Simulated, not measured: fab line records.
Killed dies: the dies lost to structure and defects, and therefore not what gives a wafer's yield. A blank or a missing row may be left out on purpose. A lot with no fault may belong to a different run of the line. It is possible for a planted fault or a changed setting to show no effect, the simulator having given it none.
Split-lot experiment -- flow n5Finfet -- 21 wafers read from 7 lots, route of 1938 steps

ON THE SPLIT
At N5_FIN_CUT_EXPOSE_05 (exposes mask FIN CUT), the setting doseMj was moved away from the recipe's 45.75 on 6 of the 21 wafers read, by -6.7% to +5.7%. All remaining wafers had this setting at the recipe value.

FROM THE SPLIT TO THE READING: what the file shows between them, 2 steps
- N5_FIN_CUT_PEB_06: peb time 60 s
- N5_FIN_CUT_DEVELOP_07: develop time 30 s

THE READING
cdNm at N5_FIN_CUT_CD_MEAS_08, given in nm (cd target 29.1 nm). A value of 29.04 nm with a standard deviation of 0.25 nm is what fault-free wafers of this fab line usually give.

wafer,"tool, chamber at the split",doseMj as run,against the recipe,"cdNm, nm",against lot-mates on the recipe
L076.2,"euvScanner-01, 0",45.75,recipe,29.07,-
L076.5,"euvScanner-01, 0",45.75,recipe,29.02,-
L076.6,"euvScanner-01, 0",45.75,recipe,29.26,-
L077.1,"euvScanner-01, 0",43.22,-5.5%,27.51,-1.60
L077.2,"euvScanner-01, 0",45.75,recipe,28.90,-
L077.4,"euvScanner-01, 0",45.75,recipe,29.32,-
L082.1,"euvScanner-02, 0",45.75,recipe,29.19,-
L082.4,"euvScanner-02, 0",42.69,-6.7%,27.69,-1.25
L082.5,"euvScanner-02, 0",45.75,recipe,28.70,-
L083.2,"euvScanner-02, 0",45.75,recipe,29.17,-
L083.3,"euvScanner-02, 0",48.36,+5.7%,29.86,+0.84
L083.5,"euvScanner-02, 0",45.75,recipe,28.87,-
L090.1,"euvScanner-01, 0",44.16,-3.5%,28.35,-0.21
L090.2,"euvScanner-01, 0",44.16,-3.5%,28.33,-0.23
L090.5,"euvScanner-01, 0",45.75,recipe,28.56,-
L094.3,"euvScanner-02, 0",45.75,recipe,29.12,-
L094.4,"euvScanner-02, 0",45.75,recipe,29.28,-
L094.6,"euvScanner-02, 0",45.75,recipe,29.01,-
L096.1,"euvScanner-01, 0",45.75,recipe,29.14,-
L096.2,"euvScanner-01, 0",47.76,+4.4%,29.64,+0.54
L096.5,"euvScanner-01, 0",45.75,recipe,29.07,-

FIT RESULTS
A straight line over all 21 wafers: cdNm changes by +0.193 nm for each +1% of doseMj; r = +0.92; the points scatter about the line by 0.22 nm.
The same after taking each lot's own level away (the mean of its wafers on the recipe; 21 wafers): +0.17 nm for each +1%; r = +0.89; scatter 0.24 nm.
That fit puts the effect of the largest move of doseMj on the reading at 1.1 nm.
The span of the lots' own levels, 28.560 to 29.137 nm, comes to 2.3 times the standard deviation stated above.
So the lot-to-lot level changes the slope: the two fits differ.
Check: -1.11 nm against its lot-mates is what the line predicts for one of the wafers moved furthest among these (-6.7%) when that wafer is left out of the fit. Against them it came out at -1.25 nm.

FURTHER SPLITS ON THESE WAFERS
These wafers also went through other splits before the reading. Each is held against what the fit with the lots' levels taken away leaves over:
other split on the same wafers,wafers away from the commonest value,r with cdNm (lot level and that fit taken away)
N5_ZERO_LAYER_COAT_05 spinRpm,4,+0.38
N5_ZERO_LAYER_ETCH_18 biasW,7,+0.14
N5_WELL_APT_COAT_02 spinRpm,6,+0.01
N5_FIN_CUT_COAT_19 spinRpm,4,-0.01

THE WHOLE CHAIN: every reading that the file lists as answering this split, in the file's order
step,what it does,reading,change (the file's fit),r (the file's)
N5_FIN_CUT_CD_MEAS_08,target cd 29.1 nm,cdNm,+0.181 nm for each +1% of the setting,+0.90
N5_FIN_CUT_ETCH_30,"etches underlayer in N2/H2, target depth 13 nm, time 10.4 s","FIN_CUT.cdOffsetNm (the simulator's own value, which no gauge read)",+0.14 nm for each +1% of the setting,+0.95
N5_FIN_CUT_ETCH_20,"etches SiARC in CF4, target depth 26 nm, time 43.3 s","FIN_CUT.cdOffsetNm (the simulator's own value, which no gauge read)",+0.123 nm for each +1% of the setting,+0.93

THE FILE'S OWN FIT
cdNm changes by +0.181 nm for each +1% of doseMj, r = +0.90.
